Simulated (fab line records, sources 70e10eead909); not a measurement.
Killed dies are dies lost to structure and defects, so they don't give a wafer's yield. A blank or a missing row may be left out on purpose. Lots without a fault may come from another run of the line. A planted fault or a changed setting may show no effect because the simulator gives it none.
Problem report in the 8D (eight disciplines) form, filled by code | flow nand_harc | the parts of the form that need people (team, actions taken, sign-off) are left out

1. THE PROBLEM
killed_at_periphery at NHARC_END_SORT_01 reads a mean of 101.3 on 3 wafers of 3 lots; wafers without a fault read 3.4 with a standard deviation of 2.5. That is +39 standard deviations from the usual mean.
First seen on wafer L549.4, day 31 12:00, on prober-02. The record holds 15 wafers of 5 lots with a number at this step. Rule for "out", or "out of limits": more than 4 standard deviations from the usual mean. The other wafers with a number count as sound.

2. WHAT IT IS AND WHAT IT IS NOT
question                    | is                     | is not
which readings at this step | killed_at_periphery    | killed_at_other, killed_open, killed_short
which lots                  | L549, L550, L551       | L538, L553
which wafers of those lots  | L549.4, L550.3, L551.4 | L549.2, L549.5, L550.1, L550.2, L551.1, L551.6
read on which gauges        | prober-01, prober-02   | -
when                        | from day 31 12:00      | up to then (4 sound wafers); but 8 sound wafers of L549, L550, L551, L553 came after

3. SUSPECTS, AND WHAT RULES EACH OUT
Counting: a tool at a process step up to the reading stays a suspect if it ran every lot that is out. Sound lots after the first of them don't rule it out here, since some wafers of a struck lot are sound.
- the gauge at NHARC_END_SORT_01: ruled out. The wafers that are out were read on 2 gauges (prober-01, prober-02).
- rie_diel-13 at NHARC_P_CONTACT_ETCH_36 (etches the open film in N2/H2, target depth 260 nm, time 406.25 s): kept. It ran every lot that is out, first L549 (day 13 02:41); its last sound lot up to then is L538 (day 8 10:47).
- Within rie_diel-13 at NHARC_P_CONTACT_ETCH_36: the wafers that are out ran in chamber 1; their sound lot-mates ran in chambers 2, 3.
Left after counting: rie_diel-13 at NHARC_P_CONTACT_ETCH_36.

4. THE CAUSE (what the simulator had put in)
Chamber particle source: rie_diel-13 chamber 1, from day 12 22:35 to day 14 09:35, at NHARC_P_CONTACT_ETCH_36. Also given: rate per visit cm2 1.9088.
Counting left only this tool.

5. THE CHAIN OF EFFECTS, in route order
Each row: a reading whose mean over the struck wafers that have a number lies more than 3 standard deviations from the usual. Only readings for which the record gives a usual standard deviation are gone through. hours: the time from each lot's start at the first step in this table that gives one to its start at this step, as a median over the lots. sigmas: the change in usual standard deviations.
hours | step              | reading             | usual | on struck wafers | change | sigmas
0     | NHARC_END_SORT_01 | killed_at_periphery | 3.4   | 101.3            | +97.9  | +39
0     | NHARC_END_SORT_01 | killed_dies         | 60    | 137              | +77    | +4.1

6. WHAT WOULD HAVE CAUGHT IT SOONER
In this record the first reading out of limits at a measuring or inspecting step was taken at day 31 12:00, 445 hours after the fault began at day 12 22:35.
Of the tool readings at NHARC_P_CONTACT_ETCH_36 for which the record gives a usual standard deviation, none was out on any struck wafer, so an alarm limit of 4 standard deviations on them would not have fired.
All the lots that are out (3) had begun NHARC_P_CONTACT_ETCH_36 on rie_diel-13 by day 31 12:00. A hold on the tool at that time would have spared none of them.
